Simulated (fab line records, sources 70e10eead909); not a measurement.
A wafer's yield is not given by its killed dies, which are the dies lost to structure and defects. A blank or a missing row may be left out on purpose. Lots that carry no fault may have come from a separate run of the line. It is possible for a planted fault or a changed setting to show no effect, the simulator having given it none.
A struck lot beside a sound one :: flow nandHarc :: 15 out of 1302 route steps
Sound: these wafers, L995.1, L995.3, L995.5. Struck: wafers L990.3, L990.4. (L990.5 of the same lot was not struck and is left out.) The cause comes at the end.
At each step with rows: each side's tool, then ch and its chambers, then its first start. Under that, the readings that differ: sound wafers :: struck wafers :: difference of the means :: sigmas: that difference in standard deviations of wafers without a fault.
alike: a reading whose means differ by less than 2 such deviations, as well as words and numbers matching on both sides. not compared: withheld readings; readings where some wafer has no value; bounds like >300 that might hide an equal value; numbers whose values overlap and for which the record gives no deviation.
The two part at a step that has a row with sigmas, a row that says differs or no value, or rows on one side only. Non-overlapping numbers with no deviation appear without sigmas and do not part them. A reading that every wafer of one side lacks parts them only if that side has two wafers or more.

NHARC_A_DECK1_JOINT_CMP_02: polishes SiOx.
  sound on cmp-02 ch 1,3, day 19 08:29; struck on cmp-04 ch 0,2, day 17 02:46
  alike: motorCurrentA
next, for these wafers, 1 step has no rows: NHARC_A_DECK1_JOINT_SRD_15.
NHARC_A_DECK1_JOINT_DEP_16: deposits SiO2, target thk 45 nm.
  sound on pecvd-02 ch 1,2, day 19 08:53; struck on pecvd-02 ch 0, day 17 03:10
  alike: heaterPowerW, throttleValvePct
  not compared: sinceWetCleanH
NHARC_A_DECK1_JOINT_THK_MEAS_17: measures by ellipsometry.
  sound on filmMetro-02, day 19 09:10; struck on filmMetro-01, day 17 03:25
  alike: thkNm
NHARC_A_DECK1_JOINT_INSPECT_05:
  sound on defectInspect-02, day 19 09:12; struck on defectInspect-02, day 17 03:28
  alike: rawDefectCount
next comes 1 step that has no rows for these wafers: NHARC_A_ONON_D2_DEP_00 (target thickness 1000 nm).
NHARC_A_ONON_D2_THK_MEAS_02: measures by ellipsometry.
  sound on filmMetro-01, day 19 09:46; struck on filmMetro-01, day 17 04:02
  alike: thkNm
next comes 1 step that has no rows for these wafers: NHARC_A_ONON_D2_DEP_03 (target thickness 1000 nm).
NHARC_A_ONON_D2_THK_MEAS_05: measures by ellipsometry.
  sound on filmMetro-01, day 19 10:20; struck on filmMetro-02, day 17 04:53
  alike: thkNm
next comes 1 step that has no rows for these wafers: NHARC_A_ONON_D2_DEP_06 (target thickness 1000 nm).
NHARC_A_ONON_D2_THK_MEAS_08: measures by ellipsometry.
  sound on filmMetro-01, day 19 10:55; struck on filmMetro-01, day 17 05:28
  alike: thkNm
NHARC_A_ONON_D2_DEP_09: target thk 1000 nm.
  sound on pecvdOnon-02 ch 0, day 19 10:58; struck on pecvdOnon-01 ch 0, day 17 05:38
NHARC_A_ONON_D2_THK_MEAS_11: measures by ellipsometry.
  sound on filmMetro-02, day 19 11:28; struck on filmMetro-02, day 17 06:01
reading: thkNm (nm)
sound: 1007 1006 1006
struck: 570 569
difference: -437
sigmas: -44
next comes 1 step that has no rows for these wafers: NHARC_A_ONON_D2_DEP_12 (target thickness 1000 nm).
-- break in the record here, with 12 days between the starts of the struck wafers on either side (left off in module A_ONON_D2, picked up again in module END, where the first step shown is number 1302 on the route) --
NHARC_END_SORT_01:
  sound on prober-01 ch 0, day 31 15:01; struck on prober-02 ch 0, day 29 08:41
reading: killedAtArray
sound: 64 59 69
struck: 673 671
difference: +608
sigmas: +34

reading: killedDies
sound: 70 62 74
struck: 677 677
difference: +608
sigmas: +32
  alike: killedAtOther, killedAtPeriphery, killedOpen, killedShort

== WHERE THEY PART ==
Earliest at NHARC_A_ONON_D2_THK_MEAS_11; latest, in this record, at NHARC_END_SORT_01.

WHY: the cause the simulator had injected
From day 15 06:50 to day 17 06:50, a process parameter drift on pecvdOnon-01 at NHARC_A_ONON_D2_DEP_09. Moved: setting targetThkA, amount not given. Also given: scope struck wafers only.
